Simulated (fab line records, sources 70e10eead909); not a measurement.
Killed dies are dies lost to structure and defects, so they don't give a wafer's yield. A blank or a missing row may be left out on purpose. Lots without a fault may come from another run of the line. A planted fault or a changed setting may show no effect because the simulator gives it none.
One fault seen from 2 desks | flow nand_harc | each desk has only its own numbers; what lay behind them comes last

THE DEFECT DESK
What the inspections along the route counted, lot by lot: means of the sampled wafers that have a number. A lot is out of limits, marked OUT, if its mean lies more than 4 standard deviations from the usual mean; the brackets give that distance.
Columns: A = raw_defect_count at NHARC_A_M0_INSPECT_27, usual 571; B = raw_defect_count at NHARC_A_M1_INSPECT_11, usual 82
lot  | first seen here | A   | B
L559 | day 23 03:33    | 692 | 60
L558 | day 23 07:53    | 602 | 22
L571 | day 28 22:28    | 566 | 78
L579 | day 32 01:50    | 549 | 118
L580 | day 32 03:22    | 494 | 18
This desk's finding: nothing out of limits on any of the 5 lots.

THE METROLOGY DESK
What the gauges read, lot by lot, whatever tool the lot ran on: means of the sampled wafers that have a number. A lot is out of limits, marked OUT, if its mean lies more than 4 standard deviations from the usual mean; the brackets give that distance.
Columns: A = cd_nm at NHARC_A_M1_CD_MEAS_09, usual 119.5 nm; B = overlay_x_nm at NHARC_A_M1_OVL_MEAS_10, usual -0.1 nm; C = overlay_y_nm at NHARC_A_M1_OVL_MEAS_10, usual -0.1 nm; D = cd_nm at NHARC_A_M1_CD_MEAS_16, usual 119.3 nm
lot  | first seen here | A     | B    | C    | D
L559 | day 23 04:56    | 119.1 | -0.6 | 0.2  | 119.2
L558 | day 23 09:16    | 119.5 | -1.0 | -0.3 | 119.7
L571 | day 28 23:43    | 119.9 | 1.1  | -0.5 | 118.9
L579 | day 32 03:13    | 119.8 | 0.6  | 0.3  | 119.6
L580 | day 32 04:37    | 119.7 | -0.8 | -0.2 | 119.9
This desk's finding: nothing out of limits on any of the 5 lots.

PUT TOGETHER
The defect desk saw nothing out of limits.
The metrology desk saw nothing out of limits.

WHAT THE SIMULATOR HAD PUT IN
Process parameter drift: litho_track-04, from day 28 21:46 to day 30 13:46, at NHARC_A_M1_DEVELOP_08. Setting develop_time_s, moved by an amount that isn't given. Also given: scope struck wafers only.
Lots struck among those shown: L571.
